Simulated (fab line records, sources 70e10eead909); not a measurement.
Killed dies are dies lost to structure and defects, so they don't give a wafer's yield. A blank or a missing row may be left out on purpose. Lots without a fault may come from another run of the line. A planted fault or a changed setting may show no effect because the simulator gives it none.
Which tool did it? | flow nand_harc | 13 lots, 39 wafers sampled, at 4 steps of a route of 1302

WHAT THE GAUGES READ, wafer by wafer
NHARC_A_SLIT_CD_MEAS_21. Usual: cd_nm 289.9 nm, standard deviation 0.85.
lot  | measured     | on        | cd_nm (nm)        | flag
L975 | day 21 12:57 | cd_sem-02 | 290.4 290.5 289.9 |
L977 | day 21 23:59 | cd_sem-01 | 290.5 291.8 290.7 |
L976 | day 22 01:24 | cd_sem-01 | 288.9 290.2 289.1 |
L980 | day 22 14:15 | cd_sem-03 | 290.4 288.8 289.9 |
L979 | day 22 17:17 | cd_sem-01 | 289.6 289.1 289.7 |
L982 | day 23 19:46 | cd_sem-02 | 288.2 289.7 288.9 |
L983 | day 24 08:02 | cd_sem-01 | 289.4 290.4 290.7 |
L984 | day 25 01:23 | cd_sem-01 | 289.9 289.8 290.1 |
L985 | day 25 05:11 | cd_sem-03 | 289.5 290.1 290.8 |
L990 | day 26 06:44 | cd_sem-03 | 291.4 290.2 290.7 |
L992 | day 28 00:25 | cd_sem-02 | 290.0 290.2 290.6 |
L991 | day 28 08:38 | cd_sem-03 | 289.5 290.2 289.5 |
L996 | day 29 05:31 | cd_sem-03 | 290.1 290.4 289.1 |

NHARC_A_CONTACT_CD_MEAS_42: target cd 300 nm. Usual: cd_nm 300.1 nm, standard deviation 0.63.
lot  | measured     | on        | cd_nm (nm)        | flag
L975 | day 22 19:45 | cd_sem-03 | 300.9 300.0 300.0 |
L977 | day 23 09:16 | cd_sem-03 | 300.7 300.4 300.0 |
L976 | day 23 09:55 | cd_sem-01 | 301.2 300.2 301.2 |
L980 | day 23 20:59 | cd_sem-03 | 301.6 300.9 301.3 |
L979 | day 24 01:48 | cd_sem-01 | 301.0 300.8 299.8 |
L982 | day 25 05:25 | cd_sem-03 | 299.9 299.4 299.6 |
L983 | day 25 17:43 | cd_sem-03 | 299.9 300.9 299.5 |
L984 | day 26 08:50 | cd_sem-02 | 300.2 301.2 299.7 |
L985 | day 26 12:42 | cd_sem-03 | 299.5 299.2 300.1 |
L990 | day 27 19:00 | cd_sem-01 | 300.9 299.6 300.2 |
L992 | day 29 08:30 | cd_sem-02 | 299.9 300.0 300.3 |
L991 | day 29 16:32 | cd_sem-01 | 300.4 300.1 301.1 |
L996 | day 30 12:58 | cd_sem-02 | 299.6 299.7 299.3 |

WHICH TOOL RAN EACH LOT (tool, then ch and the chambers of the sampled wafers, then the start)
lot  | NHARC_A_WL_FILL_ETCHBACK_17       | NHARC_A_CONTACT_DEP_24
L975 | rie_metal-01 ch 0,1, day 22 07:39 | pecvd-03 ch 0,1,2, day 22 14:06
L977 | rie_metal-02 ch 0,1, day 22 20:56 | pecvd-03 ch 0,2, day 23 03:22
L976 | rie_metal-01 ch 0,1, day 22 21:02 | pecvd-04 ch 0,2, day 23 03:24
L980 | rie_metal-02 ch 0,1, day 23 09:02 | pecvd-01 ch 0,1,2, day 23 15:19
L979 | rie_metal-03 ch 0,1, day 23 13:47 | pecvd-01 ch 0,1, day 23 20:14
L982 | rie_metal-01 ch 0,1, day 24 17:02 | pecvd-03 ch 0,1,2, day 24 23:53
L983 | rie_metal-02 ch 0,1, day 25 05:35 | pecvd-03 ch 0,1,2, day 25 11:58
L984 | rie_metal-03 ch 0,1, day 25 19:32 | pecvd-01 ch 0,1,2, day 26 03:02
L985 | rie_metal-01 ch 0,1, day 26 00:24 | pecvd-01 ch 1,2, day 26 06:48
L990 | rie_metal-02 ch 0, day 27 05:29   | pecvd-01 ch 0,1,2, day 27 12:07
L992 | rie_metal-03 ch 0, day 28 20:29   | pecvd-03 ch 0,1, day 29 03:01
L991 | rie_metal-03 ch 0,1, day 29 04:27 | pecvd-03 ch 0,2, day 29 11:01
L996 | rie_metal-02 ch 0,1, day 30 01:02 | pecvd-03 ch 0,1, day 30 07:24
- NHARC_A_WL_FILL_ETCHBACK_17: etches the open film in Cl2/BCl3, target depth 4 nm, time 26.7 s.
- NHARC_A_CONTACT_DEP_24: deposits SiO2, target thk 500 nm.

WHAT THE TOOLS THEMSELVES READ (means of the sampled wafers that have a number; where no wafer has one, the mark that the record gives instead)
NHARC_A_WL_FILL_ETCHBACK_17. Usual: drypump_motor_current_A 5.8 A, standard deviation 0.38; oes_product_au 1.002 a.u., standard deviation 0.012.
lot  | tool         | drypump_motor_current_A (A) | oes_product_au (a.u.) | flag
L975 | rie_metal-01 | 5.8                         | 1.014                 |
L977 | rie_metal-02 | 5.4                         | 1.009                 |
L976 | rie_metal-01 | 5.8                         | 1.012                 |
L980 | rie_metal-02 | 5.4                         | 1.011                 |
L979 | rie_metal-03 | 5.9                         | 0.992                 |
L982 | rie_metal-01 | 5.8                         | 1.002                 |
L983 | rie_metal-02 | 5.4                         | 1.006                 |
L984 | rie_metal-03 | 5.7                         | 0.992                 |
L985 | rie_metal-01 | 5.8                         | 0.991                 |
L990 | rie_metal-02 | 5.9                         | 1.012                 |
L992 | rie_metal-03 | 6.1                         | 1.009                 |
L991 | rie_metal-03 | 5.9                         | 1.012                 |
L996 | rie_metal-02 | 5.4                         | 1.013                 |

NHARC_A_CONTACT_DEP_24. Usual: heater_power_w 525 W, standard deviation 130; mfc_precursor_sccm 161.4 sccm, standard deviation 0.56; throttle_valve_pct 16.0 %, standard deviation 0.4.
lot  | tool     | heater_power_w (W) | mfc_precursor_sccm (sccm) | throttle_valve_pct (%) | flag
L975 | pecvd-03 | 491                | 160.7                     | 16.2                   |
L977 | pecvd-03 | 623                | 161.3                     | 16.6                   |
L976 | pecvd-04 | 454                | 161.6                     | 15.8                   |
L980 | pecvd-01 | 529                | 161.5                     | 16.0                   |
L979 | pecvd-01 | 560                | 161.6                     | 16.2                   |
L982 | pecvd-03 | 557                | 161.5                     | 16.1                   |
L983 | pecvd-03 | 510                | 161.7                     | 16.0                   |
L984 | pecvd-01 | 487                | 161.2                     | 16.0                   |
L985 | pecvd-01 | 412                | 161.9                     | 16.0                   |
L990 | pecvd-01 | 514                | 166.8                     | 16.1                   | OFF
L992 | pecvd-03 | 514                | 161.3                     | 15.9                   |
L991 | pecvd-03 | 662                | 161.2                     | 16.6                   |
L996 | pecvd-03 | 471                | 161.7                     | 15.8                   |

THE ANSWER, worked out from the rows above alone
Rule: a lot is off if the mean of its wafers that have a number lies more than 3 standard deviations from the usual mean. A lot without any number at a reading at which 4 lots or more have one is off too. The other lots that the step has rows for count as sound. The gauges are gone through in route order, then the tools' own readings, and for those a lot's mean is taken as printed above. The first step at which some lot is off is used, and at that step the reading that is off furthest; a lot without a number counts as furthest.
Off: L990, at NHARC_A_CONTACT_DEP_24 (mfc_precursor_sccm).
A tool fits if, at that step or a process step before it, it ran every lot that is off, and no sound lot after the first of them. One fits: pecvd-01 at NHARC_A_CONTACT_DEP_24. Its last sound lot is L985 (day 26 06:48), its first lot that is off L990 (day 27 12:07): a fault that began between those two fits.
The tool's own readings at NHARC_A_CONTACT_DEP_24 bear it out: on the lots that are off they differ by more than 5 times the standard deviation of the sound lots' means. mfc_precursor_sccm reads 166.8 sccm there against 161.4 sccm on the sound lots.

WHAT THE SIMULATOR HAD PUT IN
Process parameter drift: pecvd-01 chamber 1, from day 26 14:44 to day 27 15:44, at NHARC_A_CONTACT_DEP_24. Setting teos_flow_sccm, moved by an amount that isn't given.
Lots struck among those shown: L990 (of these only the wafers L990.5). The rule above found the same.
